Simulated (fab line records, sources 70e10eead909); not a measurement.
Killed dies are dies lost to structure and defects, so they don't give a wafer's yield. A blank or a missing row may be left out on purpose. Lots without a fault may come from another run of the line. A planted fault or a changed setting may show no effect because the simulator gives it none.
A struck lot beside a sound one | flow nand_harc | 20 steps out of a route of 1302
Sound: wafers L438.1, L438.5, L438.6. Struck: wafers L427.3, L427.4, L427.6. The cause comes at the end.
At each step with rows: each side's tool, then ch and its chambers, then its first start. Under that, the readings that differ: sound wafers | struck wafers | difference of the means | sigmas: that difference in standard deviations of wafers without a fault.
alike: readings whose means differ by less than 2 such deviations, and words and numbers that are the same on both sides. not compared: withheld readings, readings that some wafer has no value for, bounds like >300 that may hide the same value, and numbers for which the record gives no deviation and whose values overlap.
The two part at a step that has a row with sigmas, a row that says differs or no value, or rows on one side only. Numbers that don't overlap but have no deviation are shown without sigmas and don't part them. A reading that every wafer of one side lacks parts them only if that side has two wafers or more.

NHARC_A_ONON_D2_INSPECT_32:
  sound on defect_inspect-02, day 18 18:35; struck on defect_inspect-01, day 14 20:38
  alike: raw_defect_count
NHARC_A_CHANNEL_HOLE_D2_DEP_00: deposits aC, target thk 3100 nm.
  sound on acl_dep-03 ch 0, day 18 18:40; struck on acl_dep-03 ch 0, day 14 22:05
  alike: throttle_valve_pct
NHARC_A_CHANNEL_HOLE_D2_DEP_01: deposits SiON, target thk 140 nm.
  sound on pecvd-01 ch 0,1, day 18 20:36; struck on pecvd-04 ch 0,2, day 14 23:25
  alike: heater_power_outer_w, heater_power_w
then, 8 steps without rows for these wafers: NHARC_A_CHANNEL_HOLE_D2_DEHYDRATE_02 (time 120 s); NHARC_A_CHANNEL_HOLE_D2_HMDS_03 (time 30 s); NHARC_A_CHANNEL_HOLE_D2_COAT_36 (time 75 s); NHARC_A_CHANNEL_HOLE_D2_COAT_37 (time 65 s); NHARC_A_CHANNEL_HOLE_D2_COAT_04 (resist thk 90 nm); NHARC_A_CHANNEL_HOLE_D2_SOFTBAKE_05 (time 55 s); NHARC_A_CHANNEL_HOLE_D2_EBR_06; NHARC_A_CHANNEL_HOLE_D2_EXPOSE_07 (exposes mask HOLE D2, target cd 100 nm).
NHARC_A_CHANNEL_HOLE_D2_PEB_08: peb time 65 s.
  sound on litho_track-04 ch 0, day 18 21:14; struck on litho_track-04 ch 0, day 15 00:02
  reading                  | sound             | struck            | difference | sigmas
  heater_power_total_W (W) | 156.8 156.3 157.1 | 162.0 162.0 161.8 | +5.2       | +12
then, 1 step without rows for these wafers: NHARC_A_CHANNEL_HOLE_D2_DEVELOP_09 (develop time 35 s).
NHARC_A_CHANNEL_HOLE_D2_CD_MEAS_10: target cd 100 nm.
  sound on cd_sem-01 ch 0, day 18 21:19; struck on cd_sem-02 ch 0, day 15 00:07
  reading    | sound            | struck         | difference | sigmas
  cd_nm (nm) | 99.9 100.1 100.5 | 98.9 97.9 97.9 | -1.9       | -4
NHARC_A_CHANNEL_HOLE_D2_OVL_MEAS_11:
  sound on overlay-02, day 18 21:25; struck on overlay-02, day 15 00:12
  alike: overlay_x_nm, overlay_y_nm
NHARC_A_CHANNEL_HOLE_D2_INSPECT_12:
  sound on defect_inspect-02, day 18 21:27; struck on defect_inspect-02, day 15 00:14
  alike: raw_defect_count
NHARC_A_CHANNEL_HOLE_D2_DESCUM_15: chemistry O2, time 3 s.
  sound on rie_diel-02 ch 2,3, day 18 21:31; struck on rie_diel-01 ch 1,2,3, day 15 00:19
  reading                            | sound             | struck            | difference | sigmas
  model.A_CHANNEL_HOLE_D2.cd_nm (nm) | 100.7 99.97 100.8 | 98.43 97.66 97.78 | -2.53      |
  alike: drypump_motor_current_A, oes_product_au, rf_vpp_V, showerhead_plenum_p_Torr, throttle_valve_pct
  not compared: rf_hours_counter_h
NHARC_A_CHANNEL_HOLE_D2_ETCH_38: etches the open film in CF4, target depth 39 nm, time 65 s.
  sound on rie_diel-02 ch 0,2, day 18 21:38; struck on rie_diel-01 ch 0,1,2, day 15 00:23
  reading                            | sound             | struck            | difference | sigmas
  model.A_CHANNEL_HOLE_D2.cd_nm (nm) | 100.6 99.94 100.7 | 98.48 97.44 97.64 | -2.56      |
  alike: cf4_flow_sccm, drypump_motor_current_A, oes_product_au, rf_vpp_V, showerhead_plenum_p_Torr, throttle_valve_pct
  not compared: rf_hours_counter_h
NHARC_A_CHANNEL_HOLE_D2_ETCH_39: etches the open film in N2/H2, target depth 260 nm, time 325 s.
  sound on rie_diel-02 ch 0,3; struck on rie_diel-01 ch 0,1
  alike: drypump_motor_current_A, oes_product_au, rf_vpp_V, showerhead_plenum_p_Torr, throttle_valve_pct
  not compared: rf_hours_counter_h
-- the record jumps here: 11 days lie between the struck wafers' starts before and after (it left off in module A_CHANNEL_HOLE_D2 and takes up again in module END, whose first step shown is number 1302 of the route) --
NHARC_END_SORT_01:
  the record has rows for the struck wafers here (prober-02 ch 0, day 25 23:13) and none for the sound ones

WHERE THEY PART
First at NHARC_A_CHANNEL_HOLE_D2_PEB_08; last, within this record, at NHARC_END_SORT_01.

WHY: what the simulator had put in
Process parameter drift: litho_track-04, from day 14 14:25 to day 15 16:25, at NHARC_A_CHANNEL_HOLE_D2_PEB_08. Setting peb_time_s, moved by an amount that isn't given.
